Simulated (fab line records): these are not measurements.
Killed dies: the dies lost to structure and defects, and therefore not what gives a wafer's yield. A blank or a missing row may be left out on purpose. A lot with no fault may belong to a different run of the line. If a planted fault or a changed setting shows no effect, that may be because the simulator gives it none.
fab line records | flow n5Finfet
record: lots: 7 wafers: 21 lastDay: 17
route steps=1938 shown BEOL_M4@1073
lots that met no fault: from a run of the same line without faults
startH: the number of hours between the record's first day and the start of the first shown wafer of the lot | waitH: time in hours since the lot's previous step | " the same as in the row above | L1.1+2: several wafers, shown together as one row | - no value present, or no start provided | * or withheld: withheld | < > ~ a bound
route shown NAME@n: a module of which the file shows steps, and the number in the route of the first | usual: mean/standard deviation taken from wafers without a fault | same: alike in all rows | chamber/n: place in a boat | sites: the reading at each site | _std_site: their standard deviation | _edge_site: mean of outer sites minus mean of inner sites | radiusMm: for every site, how far away it sits from the centre of the wafer | mask NAME#n: copy n | behind: the most recent tool/chamber to have shaped the wafer | hold: reason for holding the lot/hours on hold/outcome of the hold | device: transistor that didn't switch, given as n, p or np | end of line: tests of these same wafers at the route's end | step lacking rows: just its recipe | killed: at the first sort, the dies lost to defects and structure; wafer yield is something else | map: shows each die of a wafer: x if killed, . if not, _ if none is there
set.NAME: the setting that was run; set.NAME@STEP: the one run at that earlier step | model.NAME: the simulator's own value behind a step, which no gauge read
certain route steps with their lots: each step a table, each wafer a row
services: the hour from which a tool's chamber was out of use, counted from the record's first day as startH (under 0 if before that day), plus the number of hours and why
== steps ==
step: N5_BEOL_M4_OCD_MEAS_38
usual: trenchDepthNm: 55.1/0.69
columns lot.wafer tool chamber startH waitH trenchDepthNm
L369.1 ocd-02 - 178.11 - 56.2
L369.3 " - " " 54.9
L369.6 " - " " 54.3
L377.2 ocd-01 - 223.56 - 55.7
L377.3 " - " " 54.7
L377.6 " - " " 55.5
L378.1 ocd-02 - 242.42 - 55.0
L378.2 " - " " 56.3
L378.3 " - " " 54.7
L383.2 ocd-01 - 262.53 - 54.9
L383.4 " - " " 56.2
L383.5 " - " " 55.4
L384.1 ocd-02 - 268.09 - 55.3
L384.2 " - " " 55.0
L384.4 " - " " 54.1
L386.2 ocd-02 - 274.71 - 54.3
L386.3 " - " " 55.3
L386.4 " - " " 54.0
L389.1 ocd-01 - 306.35 - 55.6
L389.4 " - " " 56.2
L389.6 " - " " 56.0
step: N5_BEOL_M4_HM_STRIP_39
recipe: chemistry: peroxideTinStrip material: TiN targetDepthA: 250 tempC: 50 timeS: 158
step: N5_BEOL_M4_SRD_40
recipe: timeS: 30 tempC: 23 rinseLiquid: diw dry: ipaMarangoni
step: N5_BEOL_M4_PRECLEAN_42
recipe: chemistry: residueRemover timeS: 60 tempC: 40
step: N5_BEOL_M4_SRD_43
recipe: timeS: 30 tempC: 23 rinseLiquid: diw dry: ipaMarangoni
step: N5_BEOL_M4_CD_MEAS_35
recipe: targetCdNm: 18 targetCdYNm: 22.4 polarity: opening
usual: cdNm: 18.0/0.34
columns lot.wafer tool chamber startH waitH cdNm
L369.1 cdSem-03 - 178.27 0.0 18.1
L369.3 " - " " 18.0
L369.6 " - " " 17.9
L377.2 cdSem-03 - 223.72 0.0 17.7
L377.3 " - " " 17.7
L377.6 " - " " 17.3
L378.1 cdSem-03 - 242.57 0.0 17.5
L378.2 " - " " 17.6
L378.3 " - " " 18.0
L383.2 cdSem-03 - 262.69 0.0 18.7
L383.4 " - " " 17.9
L383.5 " - " " 17.8
L384.1 cdSem-03 - 268.25 0.0 18.2
L384.2 " - " " 18.3
L384.4 " - " " 18.5
L386.2 cdSem-02 - 274.86 0.0 18.2
L386.3 " - " " 17.5
L386.4 " - " " 18.1
L389.1 cdSem-03 - 306.51 0.0 18.4
L389.4 " - " " 18.6
L389.6 " - " " 18.6
step: N5_BEOL_M4_DEGAS_44
recipe: ambient: vacuum tempC: 250 timeS: 60
usual: heaterPowerW: 331/34
columns lot.wafer tool chamber startH waitH heaterPowerW
L369.1 pvdSputter-03 - 178.63 0.4 331
L369.3 " - " " 294
L369.6 " - " " 337
L377.2 pvdSputter-03 - 224.32 0.6 331
L377.3 " - " " 286
L377.6 " - " " 340
L378.1 pvdSputter-02 - 242.64 0.1 313
L378.2 " - " " 325
L378.3 " - " " 237
L383.2 pvdSputter-02 - 263.12 0.4 319
L383.4 " - " " 239
L383.5 " - " " 316
L384.1 pvdSputter-02 - 268.53 0.3 234
L384.2 " - " " 317
L384.4 " - " " 331
L386.2 pvdSputter-01 - 274.96 0.1 355
L386.3 " - " " 332
L386.4 " - " " 303
L389.1 pvdSputter-03 - 306.65 0.1 344
L389.4 " - " " 334
L389.6 " - " " 338
step: N5_BEOL_M4_PRE_CLEAN_45
recipe: gas: H2/He timeS: 30 tempC: 250
usual: heaterPowerW: 331/34
columns lot.wafer tool chamber startH waitH heaterPowerW
L369.1 pvdSputter-03 - 178.67 0.0 335
L369.3 " - " " 288
L369.6 " - " " 335
L377.2 pvdSputter-03 - 224.36 0.0 334
L377.3 " - " " 293
L377.6 " - " " 333
L378.1 pvdSputter-02 - 242.68 0.0 305
L378.2 " - " " 321
L378.3 " - " " 239
L383.2 pvdSputter-02 - 263.16 0.0 323
L383.4 " - " " 233
L383.5 " - " " 312
L384.1 pvdSputter-02 - 268.57 0.0 237
L384.2 " - " " 323
L384.4 " - " " 319
L386.2 pvdSputter-01 - 275.00 0.0 367
L386.3 " - " " 331
L386.4 " - " " 312
L389.1 pvdSputter-03 - 306.69 0.0 348
L389.4 " - " " 329
L389.6 " - " " 338
step: N5_BEOL_M4_ALD_84
recipe: material: TaN targetThkA: * tempC: 275 aldPrecursorFamily: PDMAT aldCoReactant: NH3 pressureTorr: 3 carrierFlowSccm: 1500 pulseTimeS: 2 purgeTimeS: 3 coReactantPurgeTimeS: 2 coReactantPulseTimeS: 3 aldCycles: 30 precursorVesselTempC: 75 precursorVesselPressureTorr: 26.25 precursorVesselCarrierSccm: 1000
usual: heaterPowerW: 409/40
columns lot.wafer tool chamber startH waitH heaterPowerW
L369.1 aldMetal-01 0 178.73 0.0 354
L369.3 " 3 " " 426
L369.6 " 3 " " 418
L377.2 aldMetal-01 2 224.48 0.1 423
L377.3 " 3 " " 413
L377.6 " 3 " " 418
L378.1 aldMetal-02 1 242.74 0.0 381
L378.2 " 0 " " 446
L378.3 " 2 " " 322
L383.2 aldMetal-01 0 263.36 0.2 357
L383.4 " 2 " " 416
L383.5 " 2 " " 431
L384.1 aldMetal-01 0 268.63 0.0 360
L384.2 " 2 " " 425
L384.4 " 1 " " 418
L386.2 aldMetal-03 2 275.06 0.0 399
L386.3 " 3 " " 461
L386.4 " 1 " " 392
L389.1 aldMetal-03 1 306.75 0.0 382
L389.4 " 0 " " 408
L389.6 " 3 " " 460
step: N5_BEOL_M4_SURFACE_TREAT_85
recipe: gas: Ar timeS: * ionEnergyEv: * ionCurrentMaCm2: 0.5 pressureMtorr: * arFlowSccm: 30
step: N5_BEOL_M4_CVD_47
recipe: material: Co targetThkA: 30 tempC: withheld precursor: CCTBA/H2 pressureTorr: 30 timeS: 223.8
step: N5_BEOL_M4_SPUTTER_48
recipe: material: Cu targetThkA: 45 tempC: -20 chamberPressurePa: 0.07 powerW: withheld timeS: 8.29
usual: throttleValvePct: 29.6/1.4
columns lot.wafer tool chamber startH waitH throttleValvePct
L369.1 pvdSputter-01 - 179.17 0.1 27.7
L369.3 " - " " 26.9
L369.6 " - " " 27.6
L377.2 pvdSputter-01 - 225.29 0.3 30.2
L377.3 " - " " 29.7
L377.6 " - " " 30.0
L378.1 pvdSputter-02 - 243.34 0.2 30.7
L378.2 " - " " 31.1
L378.3 " - " " 29.1
L383.2 pvdSputter-03 - 265.52 1.6 29.2
L383.4 " - " " 31.0
L383.5 " - " " 31.2
L384.1 pvdSputter-01 - 270.59 1.3 29.9
L384.2 " - " " 26.4
L384.4 " - " " 27.8
L386.2 pvdSputter-01 - 275.54 0.1 30.4
L386.3 " - " " 27.8
L386.4 " - " " 26.6
L389.1 pvdSputter-03 - 307.28 0.2 31.3
L389.4 " - " " 30.5
L389.6 " - " " 29.0
step: N5_BEOL_M4_ANNEAL_49
recipe: tempC: 400 timeS: 240 ambient: vacuum
usual: heaterPowerW: 820/90 susceptorTempC: 400.01/0.24
columns lot.wafer tool chamber startH waitH heaterPowerW susceptorTempC
L369.1 pvdSputter-01 - 179.25 0.0 838 400.06
L369.3 " - " " 759 399.82
L369.6 " - " " 798 400.29
L377.2 pvdSputter-01 - 225.37 0.0 897 399.79
L377.3 " - " " 1005 399.93
L377.6 " - " " 1004 399.90
L378.1 pvdSputter-02 - 243.42 0.0 580 400.03
L378.2 " - " " 749 399.99
L378.3 " - " " 823 399.99
L383.2 pvdSputter-03 - 265.60 0.0 - -
L383.4 " - " " - -
L383.5 " - " " - -
L384.1 pvdSputter-01 - 270.67 0.0 - -
L384.2 " - " " - -
L384.4 " - " " - -
L386.2 pvdSputter-01 - 275.62 0.0 - -
L386.3 " - " " - -
L386.4 " - " " - -
L389.1 pvdSputter-03 - 307.36 0.0 839 400.29
L389.4 " - " " 733 399.89
L389.6 " - " " 856 399.62
step: N5_BEOL_M4_SPUTTER_79
recipe: material: Cu targetThkA: 45 tempC: -20 chamberPressurePa: 0.07 powerW: withheld timeS: 8.29
usual: throttleValvePct: 29.6/1.5
columns lot.wafer tool chamber startH waitH throttleValvePct
L369.1 pvdSputter-01 - 179.39 0.1 27.8
L369.3 " - " " 26.9
L369.6 " - " " 27.2
L377.2 pvdSputter-01 - 225.51 0.1 30.7
L377.3 " - " " 29.8
L377.6 " - " " 29.6
L378.1 pvdSputter-02 - 243.56 0.1 30.6
L378.2 " - " " 30.7
L378.3 " - " " 29.7
L383.2 pvdSputter-03 - 265.74 0.1 29.1
L383.4 " - " " 31.3
L383.5 " - " " 30.8
L384.1 pvdSputter-01 - 270.81 0.1 29.7
L384.2 " - " " 26.6
L384.4 " - " " 27.5
L386.2 pvdSputter-01 - 275.76 0.1 30.1
L386.3 " - " " 27.7
L386.4 " - " " 26.5
L389.1 pvdSputter-03 - 307.50 0.1 31.4
L389.4 " - " " 30.8
L389.6 " - " " 29.3
step: N5_BEOL_M4_RC_MEAS_101
usual: DIBL_N: 36.3/1.2 DIBL_P: 36.1/1.6 IOFF_N: 0.161/0.023 IOFF_P: 0.209/0.027 ION_N: 676/8.9 ION_P: 462/5.3 SS_N: 71.5/0.51 SS_P: 73.2/0.5 VT_N: 249.1/2.5 VT_P: -249.9/2.8
columns lot.wafer tool chamber startH waitH DIBL_N[mV/V] DIBL_P[mV/V] IOFF_N[nA/um] IOFF_P[nA/um] ION_N[uA/um] ION_P[uA/um] SS_N[mV/dec] SS_P[mV/dec] VT_N[mV] VT_P[mV]
L369.1 prober-02 0 182.03 0.0 35.4 34.6 0.138 0.187 670 460 71.3 72.8 252.4 -251.8
L369.3 " 0 " " 34.7 33.9 0.127 0.180 667 457 71.2 72.4 254.7 -250.7
L369.6 " 0 " " 35.0 34.1 0.129 0.174 673 462 70.6 72.8 253.5 -251.3
L377.2 prober-02 0 228.30 0.2 35.5 37.0 0.155 0.201 675 460 71.5 73.6 248.6 -251.1
L377.3 " 0 " " 36.1 37.0 0.159 0.206 684 462 72.2 73.3 250.3 -252.1
L377.6 " 0 " " 36.9 38.6 0.180 0.229 692 465 71.6 73.5 247.1 -248.3
L378.1 prober-02 0 246.32 0.0 37.5 36.2 0.169 0.252 674 463 71.9 73.3 247.4 -244.1
L378.2 " 0 " " 35.9 35.7 0.154 0.234 683 476 71.2 73.4 247.7 -246.4
L378.3 " 0 " " 34.5 32.5 0.121 0.199 664 466 70.4 72.5 255.4 -246.6
L383.4 prober-02 0 269.16 0.5 36.1 37.9 0.167 0.207 691 469 71.4 73.0 246.9 -252.0
L386.3 prober-02 0 279.03 0.3 37.4 37.6 0.178 0.224 688 468 72.0 73.8 248.6 -248.7
L386.4 " 0 " " 36.9 36.7 0.167 0.212 681 459 71.8 72.5 249.6 -249.5
L389.1 prober-01 0 310.21 0.0 34.6 33.6 0.125 0.169 669 460 71.2 73.0 252.8 -252.1
L389.4 " 0 " " 35.6 34.4 0.136 0.179 672 460 71.8 73.0 252.2 -250.3
L389.6 " 0 " " 36.8 36.1 0.154 0.201 677 459 71.5 73.3 249.4 -251.0
== services ==
columns tool chamber startH hours kind
aldMetal-03 - 159.25 6.0 pm
aldMetal-01 - 173.87 2.8 pm
aldMetal-03 1 179.37 12.1 repair
aldMetal-01 2 195.64 10.1 repair
aldMetal-03 3 218.00 26.5 repair
== key ==
firstSign: step: N5_BEOL_M4_ANNEAL_49 reading: toolRecord direction: missing
effect none on later readings
metAt N5_BEOL_M4_ANNEAL_49
struckWafers L383.2,L383.4,L383.5,L384.1,L384.2,L384.4,L386.2,L386.3,L386.4
rowsEnd L383.2,L383.4,L383.5,L384.1,L384.2,L384.4,L386.2,L386.3,L386.4
onsetBetween 225.37 265.60
fault: kind: skippedStepWhole tool: pvdSputter-01,pvdSputter-03 chamber: - onsetH: 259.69 steps: N5_BEOL_M4_ANNEAL_49 scope: struckLotsOnly
rowsEnd: these wafers met a further fault down the route, and their rows from its step on are left out
